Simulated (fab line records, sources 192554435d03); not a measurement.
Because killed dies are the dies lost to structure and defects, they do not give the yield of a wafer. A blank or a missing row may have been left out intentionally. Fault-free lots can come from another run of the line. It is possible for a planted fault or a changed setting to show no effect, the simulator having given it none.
The tool behind it: which one? || flow n5-finfet || Sampling: 12 lots, 36 wafers, 5 of 1938 route steps

## WHAT EACH GAUGE READ, for each wafer
N5_BEOL_M8_INSPECT_30: inspects for defects (brightfield).
{"lot": "L075", "measured": "day 9 22:36", "on": "defect-inspect-01", "raw-defect-count": "500 464 574"}
{"lot": "L077", "measured": "day 10 09:34", "on": "defect-inspect-02", "raw-defect-count": "294 380 381"}
{"lot": "L079", "measured": "day 10 23:05", "on": "defect-inspect-01", "raw-defect-count": "392 345 424"}
{"lot": "L081", "measured": "day 11 09:34", "on": "defect-inspect-01", "raw-defect-count": "311 306 283"}
{"lot": "L082", "measured": "day 11 18:31", "on": "defect-inspect-02", "raw-defect-count": "583 993 461"}
{"lot": "L086", "measured": "day 12 10:29", "on": "defect-inspect-02", "raw-defect-count": "424 458 470"}
{"lot": "L087", "measured": "day 13 02:22", "on": "defect-inspect-02", "raw-defect-count": "430 645 499"}
{"lot": "L090", "measured": "day 13 10:04", "on": "defect-inspect-01", "raw-defect-count": "352 360 358"}
{"lot": "L092", "measured": "day 13 23:10", "on": "defect-inspect-02", "raw-defect-count": "415 481 481"}
{"lot": "L093", "measured": "day 14 09:30", "on": "defect-inspect-01", "raw-defect-count": "315 355 299"}
{"lot": "L096", "measured": "day 14 21:22", "on": "defect-inspect-01", "raw-defect-count": "465 410 467"}
{"lot": "L091", "measured": "day 15 15:22", "on": "defect-inspect-02", "raw-defect-count": "340 359 437"}

## WHICH TOOL RAN EACH LOT (tool, then ch and the chambers of the sampled wafers, then the start)
{"lot": "L075", "N5_BEOL_M7_PRE_CLEAN_45": "pvd-sputter-03, day 9 14:31", "N5_BEOL_M7_ALD_77": "ald-metal-01 ch 1,2,3, day 9 14:35", "N5_BEOL_M8_DESCUM_16": "rie-diel-01 ch 1,2, day 9 19:52", "N5_BEOL_M8_STRIP_19": "rie-diel-02 ch 1,2, day 9 20:16"}
{"lot": "L077", "N5_BEOL_M7_PRE_CLEAN_45": "pvd-sputter-03, day 10 03:20", "N5_BEOL_M7_ALD_77": "ald-metal-03 ch 0,1,3, day 10 03:23", "N5_BEOL_M8_DESCUM_16": "rie-diel-06 ch 1,2, day 10 07:43", "N5_BEOL_M8_STRIP_19": "rie-diel-01 ch 0,2,3, day 10 08:07"}
{"lot": "L079", "N5_BEOL_M7_PRE_CLEAN_45": "pvd-sputter-01, day 10 16:26", "N5_BEOL_M7_ALD_77": "ald-metal-03 ch 1,2,3, day 10 16:29", "N5_BEOL_M8_DESCUM_16": "rie-diel-06 ch 2,3, day 10 22:08", "N5_BEOL_M8_STRIP_19": "rie-diel-02 ch 0,2, day 10 22:36"}
{"lot": "L081", "N5_BEOL_M7_PRE_CLEAN_45": "pvd-sputter-02, day 11 03:17", "N5_BEOL_M7_ALD_77": "ald-metal-03 ch 0,1,2, day 11 03:22", "N5_BEOL_M8_DESCUM_16": "rie-diel-01 ch 0,1,3, day 11 08:25", "N5_BEOL_M8_STRIP_19": "rie-diel-06 ch 0,1,2, day 11 08:58"}
{"lot": "L082", "N5_BEOL_M7_PRE_CLEAN_45": "pvd-sputter-01, day 11 09:35", "N5_BEOL_M7_ALD_77": "ald-metal-01 ch 0,2,3, day 11 09:43", "N5_BEOL_M8_DESCUM_16": "rie-diel-01 ch 0,1, day 11 16:14", "N5_BEOL_M8_STRIP_19": "rie-diel-06 ch 0,2, day 11 16:47"}
{"lot": "L086", "N5_BEOL_M7_PRE_CLEAN_45": "pvd-sputter-01, day 12 04:56", "N5_BEOL_M7_ALD_77": "ald-metal-04 ch 0,3, day 12 05:01", "N5_BEOL_M8_DESCUM_16": "rie-diel-01 ch 0,1,2, day 12 09:29", "N5_BEOL_M8_STRIP_19": "rie-diel-01 ch 0,3, day 12 09:53"}
{"lot": "L087", "N5_BEOL_M7_PRE_CLEAN_45": "pvd-sputter-01, day 12 19:11", "N5_BEOL_M7_ALD_77": "ald-metal-03 ch 1,2, day 12 19:15", "N5_BEOL_M8_DESCUM_16": "rie-diel-01 ch 0,2, day 13 01:30", "N5_BEOL_M8_STRIP_19": "rie-diel-02 ch 0,2,3, day 13 01:53"}
{"lot": "L090", "N5_BEOL_M7_PRE_CLEAN_45": "pvd-sputter-01, day 13 03:16", "N5_BEOL_M7_ALD_77": "ald-metal-01 ch 1,2,3, day 13 03:25", "N5_BEOL_M8_DESCUM_16": "rie-diel-02 ch 1,2,3, day 13 09:00", "N5_BEOL_M8_STRIP_19": "rie-diel-06 ch 0,2,3, day 13 09:25"}
{"lot": "L092", "N5_BEOL_M7_PRE_CLEAN_45": "pvd-sputter-01, day 13 16:50", "N5_BEOL_M7_ALD_77": "ald-metal-03 ch 1,2,3, day 13 16:53", "N5_BEOL_M8_DESCUM_16": "rie-diel-01 ch 0,1, day 13 20:26", "N5_BEOL_M8_STRIP_19": "rie-diel-06 ch 1,2, day 13 20:54"}
{"lot": "L093", "N5_BEOL_M7_PRE_CLEAN_45": "pvd-sputter-01, day 14 04:47", "N5_BEOL_M7_ALD_77": "ald-metal-04 ch 0,1,2, day 14 04:58", "N5_BEOL_M8_DESCUM_16": "rie-diel-02 ch 0,1,3, day 14 08:38", "N5_BEOL_M8_STRIP_19": "rie-diel-02 ch 0,1,2, day 14 09:02"}
{"lot": "L096", "N5_BEOL_M7_PRE_CLEAN_45": "pvd-sputter-02, day 14 15:14", "N5_BEOL_M7_ALD_77": "ald-metal-01 ch 0,2,3, day 14 15:19", "N5_BEOL_M8_DESCUM_16": "rie-diel-02 ch 0,2,3, day 14 20:22", "N5_BEOL_M8_STRIP_19": "rie-diel-02 ch 0,1,3, day 14 20:45"}
{"lot": "L091", "N5_BEOL_M7_PRE_CLEAN_45": "pvd-sputter-03, day 15 08:51", "N5_BEOL_M7_ALD_77": "ald-metal-04 ch 1,2, day 15 08:55", "N5_BEOL_M8_DESCUM_16": "rie-diel-02 ch 0,1,3, day 15 12:52", "N5_BEOL_M8_STRIP_19": "rie-diel-02 ch 0,1,2, day 15 13:16"}
- N5_BEOL_M7_PRE_CLEAN_45: time 30 s.
- N5_BEOL_M7_ALD_77: deposits TaN, target thk 2 nm, pulse time 2 s, purge time 3 s.
- N5_BEOL_M8_DESCUM_16: chemistry O2, time 7.9 s.
- N5_BEOL_M8_STRIP_19: strips in O2.

## THE ANSWER, worked out from the rows above alone
Rule: what is usual is taken from the lots themselves. The widest of any qualifying gaps counts: lots, ordered by their means at a reading, are off when they make up no more than a third of the lots, leave a main group of 4 or more, and stand apart from it by 3 or more times the standard deviation of that group's means. The tables above print the reading to a certain number of digits; a main group whose means all agree to those digits is not used. Also off: a lot with no number at a reading for which 4 or more lots have one. All remaining lots with rows at the step are treated as sound.
No lot is off on any of the readings shown, so nothing can be concluded from this.

## WHAT WAS PUT IN BY THE SIMULATOR
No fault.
